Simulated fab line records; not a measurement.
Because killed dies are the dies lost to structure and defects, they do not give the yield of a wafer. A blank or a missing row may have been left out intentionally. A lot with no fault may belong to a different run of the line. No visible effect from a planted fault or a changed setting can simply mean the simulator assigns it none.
Struck lot and sound lot, side by side || flow n5_finfet || 16 steps out of a route of 1938
Sound: wafers L540.1, L540.2, L540.6. Struck: wafer L542.6 (L542.1, L542.2, from the same lot, were not struck and are left out); the cause is given at the end.
Per side, at each step with rows, come the tool, then ch with its chambers, and then its first start. Under that, the readings that differ: sound wafers || struck wafers || difference of the means || sigmas: that difference in standard deviations of wafers without a fault.
alike: same words and numbers on both sides, and readings whose means sit less than 2 such deviations apart. not compared: any withheld reading, any reading some wafer has no value for, any bound like >300 that may hide the same value, and any number with overlapping values for which the record gives no deviation.
A row with sigmas, a row that says differs or no value, or rows on one side alone: a step with any of these is where the two part. When numbers do not overlap yet have no deviation, they are printed without sigmas and do not part them. A reading missing from all wafers of one side parts the sides only when that side holds two or more wafers.

first, 5 steps without rows for these wafers: N5_WELL_APT_SOFTBAKE_20 (time 60 s); N5_WELL_APT_EXPOSE_22 (exposes mask PWELL, defocus 0 nm, target cd 200 nm); N5_WELL_APT_PEB_23 (peb time 90 s); N5_WELL_APT_DEVELOP_24 (develop time 45 s); N5_WELL_APT_HARDBAKE_29 (time 120 s).
N5_WELL_APT_CD_MEAS_25: target cd 200 nm.
  sound on cd_sem-03 ch 0, day 1 21:08; struck on cd_sem-01 ch 0, day 2 09:11
  alike: cd_nm
N5_WELL_APT_OVL_MEAS_26:
  sound on overlay-01 ch 0, day 1 21:10; struck on overlay-01 ch 0, day 2 09:13
  alike: PWELL_OVL
N5_WELL_APT_INSPECT_27: inspects for defects (macro).
  sound on defect_inspect-02 at day 1 21:11; struck on defect_inspect-02 at day 2 09:14
  alike: raw_defect_count
N5_WELL_APT_DESCUM_30: chemistry O2, time 7.9 s.
  sound on rie_diel-02 ch 0,1,3, day 1 21:13; struck on rie_diel-01 ch 0, day 2 09:16
{"reading": "showerhead_plenum_p_Torr (Torr)", "sound": "2.03 2.06 2.09", "struck": 2.19, "difference": "+0.13", "sigmas": "+2"}
{"reading": "temp_c (C)", "sound": "39.98 40.11 39.82", "struck": 40.28, "difference": "+0.31", "sigmas": "+3"}
  alike: drypump_motor_current_A, oes_product_au, rf_fwd_power_W, rf_vpp_V, throttle_valve_pct
  not compared: rf_hours_counter_h
then, 3 steps without rows for these wafers: N5_WELL_APT_IMPLANT_31; N5_WELL_APT_IMPLANT_32; N5_WELL_APT_STRIP_33 (strips in SPM, time 900 s).
N5_WELL_APT_RTA_34: time 10 s.
  sound on rtp_anneal-01 ch 0, day 1 22:01; struck on rtp_anneal-01 ch 0, day 2 10:04
{"reading": "lamp_power_pct (%)", "sound": "13.02 13.09 12.90", "struck": 13.27, "difference": "+0.27", "sigmas": "+6"}
{"reading": "lamp_zone_1_pct (%)", "sound": "12.99 12.99 12.97", "struck": 13.23, "difference": "+0.25", "sigmas": "+7"}
{"reading": "lamp_zone_2_pct (%)", "sound": "13.00 13.06 13.01", "struck": 13.14, "difference": "+0.12", "sigmas": "+3"}
{"reading": "lamp_zone_3_pct (%)", "sound": "13.00 12.96 12.97", "struck": 13.19, "difference": "+0.21", "sigmas": "+7"}
{"reading": "lamp_zone_4_pct (%)", "sound": "13.04 13.02 13.02", "struck": 13.23, "difference": "+0.20", "sigmas": "+7"}
{"reading": "lamp_zone_5_pct (%)", "sound": "13.01 12.99 12.96", "struck": 13.22, "difference": "+0.23", "sigmas": "+7"}
{"reading": "lamp_zone_6_pct (%)", "sound": "12.92 12.85 12.98", "struck": 13.16, "difference": "+0.24", "sigmas": "+8"}
{"reading": "lamp_zone_7_pct (%)", "sound": "13.443 13.430 13.423", "struck": 13.687, "difference": "+0.255", "sigmas": "+9"}
  alike: wafer_temp_C_max
then, 1 step without rows for these wafers: N5_WELL_APT_OXIDE_STRIP_42 (strips SiO2 in dHF, time 45 s, target depth 12 nm).
-- the record jumps here: 6 days lie between the struck wafers' starts before and after (it left off in module WELL_APT and takes up again in module BEOL_M4, whose first step shown is number 1111 of the route) --
N5_BEOL_M4_RC_MEAS_101:
  sound on prober-01 ch 0, day 7 23:13; struck on prober-02 ch 0, day 8 07:36
  alike: DIBL_N, DIBL_P, IOFF_N, IOFF_P, ION_N, ION_P, SS_N, SS_P, VT_N, VT_P
-- record jumps: 5 days separate the struck wafers' starts on either side; left off in module BEOL_M4, taken up again in module PASSIVATION, whose first shown step is the route's number 1936 --
N5_PASSIVATION_PROBE_49:
  sound on prober-01 at day 12 04:47; struck on prober-01 at day 12 21:12
  alike: defect_limited_yield, killed_at_M0_to_M3, killed_at_M4_up, killed_at_contacts, killed_at_front_end, killed_at_other, killed_dies, killed_open, killed_short, sort_bin_5_function, sort_bin_6_memory, sort_n_pass, sort_yield_pct

## WHERE THEY PART
Last at N5_WELL_APT_RTA_34 as far as this record goes, first at N5_WELL_APT_DESCUM_30. Later steps at which nothing parts them and some readings are alike: N5_BEOL_M4_RC_MEAS_101, N5_PASSIVATION_PROBE_49.

WHY: whatever the simulator had introduced
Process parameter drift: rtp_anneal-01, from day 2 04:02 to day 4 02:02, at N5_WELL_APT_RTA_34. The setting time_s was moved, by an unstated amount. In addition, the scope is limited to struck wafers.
